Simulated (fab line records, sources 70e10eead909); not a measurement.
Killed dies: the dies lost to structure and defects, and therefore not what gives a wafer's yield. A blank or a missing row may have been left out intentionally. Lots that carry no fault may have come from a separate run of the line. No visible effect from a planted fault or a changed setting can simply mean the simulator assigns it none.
Code-filled problem report in 8D (eight disciplines) form	flow nandHarc	the parts of the form that need people (team, actions taken, sign-off) are left out

## 1. WHAT IS WRONG
NHARC_A_WL_FILL_ETCHBACK_16, oesProductAu: mean 0.618 a.u. on 2 wafers (1 lot); fault-free wafers 0.989 a.u., standard deviation 0.029. Relative to the usual mean, that is a shift of -13 standard deviations.
The step: etches the open film in C4F8/O2/Ar, target depth 88 nm, time 17.6 s.
The first sign was on wafer L365.2 at day 19 04:59, on rieDiel-10. The record holds 39 wafers of 13 lots with a number at this step. The rule behind "out" and "out of limits": a value lying over 4 standard deviations away from the usual mean. The other wafers with a number count as sound.

## 2. WHAT IT IS AND WHAT IT IS NOT
question	is	is not
which readings at this step	oesProductAu	rfVppV
which lots	L365	L352, L353, L354, L355, L356, L357, L359, L361, L364, L371, L374, L375
which wafers of those lots	L365.2, L365.6	L365.1
read on which tools	rieDiel-10	rieDiel-06, rieDiel-12
when	from day 19 04:59	up to then (28 sound wafers); but 9 sound wafers of L371, L374, L375 came after

## 3. SUSPECTS, AND WHAT RULES EACH OUT
Counting: if a tool at a process step up to the reading ran every lot that is out, it stays a suspect. Sound lots after the first of them don't rule it out here, since some wafers of a struck lot are sound.
- harEtch-01 at NHARC_A_SLIT_ETCH_26 (etches the open film in C4F8/O2/Ar, time 90 s, target depth 400 nm): kept. The lot that is out, L365, ran on it at day 18 02:43; the last sound lot it ran before that was L364, at day 17 15:48.
- rieDiel-10 at NHARC_A_WL_FILL_ETCHBACK_16 (etches the open film in C4F8/O2/Ar, target depth 88 nm, time 17.6 s): kept. The lot that is out, L365, ran on it at day 19 04:59; the last sound lot it ran before that was L356, at day 16 22:10. Its own oesProductAu readings are out on those wafers.
- Within harEtch-01 at NHARC_A_SLIT_ETCH_26: the wafers that are out ran in chamber 0; their sound lot-mates ran in chamber 1.
- Within rieDiel-10 at NHARC_A_WL_FILL_ETCHBACK_16: the wafers that are out ran in chamber 0; their sound lot-mates ran in chamber 3.
Left after counting: harEtch-01 at NHARC_A_SLIT_ETCH_26, rieDiel-10 at NHARC_A_WL_FILL_ETCHBACK_16.

## 4. THE CAUSE (what the simulator had put in)
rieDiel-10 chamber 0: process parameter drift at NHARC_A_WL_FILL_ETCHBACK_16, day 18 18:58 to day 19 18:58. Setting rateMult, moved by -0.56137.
Of the 2 suspects that counting leaves, this tool is one.

## 5. THE CHAIN OF EFFECTS, in route order
Each row: a reading where the mean over the struck wafers with a number is more than 3 standard deviations away from the usual. Readings are gone through only where the record gives a usual standard deviation; hours: the median, over the lots, of the time from a lot's start at the first step in this table giving one to that lot's start at this step; sigmas: the change measured in usual standard deviations.
hours	step	reading	usual	on struck wafers	change	sigmas
0	NHARC_A_WL_FILL_ETCHBACK_16	oesProductAu	0.989 a.u.	0.618	-0.371	-13
It contains these process steps:
- NHARC_A_WL_FILL_ETCHBACK_16: etches the open film in C4F8/O2/Ar, target depth 88 nm, time 17.6 s.
At these later measuring or inspecting steps, every struck wafer for which the step has a row has a number for every such reading, and none has moved that far: NHARC_A_WL_FILL_INSPECT_15.

## 6. HOW IT WOULD HAVE BEEN CAUGHT EARLIER
In this record no reading fell out of limits until day 19 04:59, 10 hours after the fault had begun at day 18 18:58.
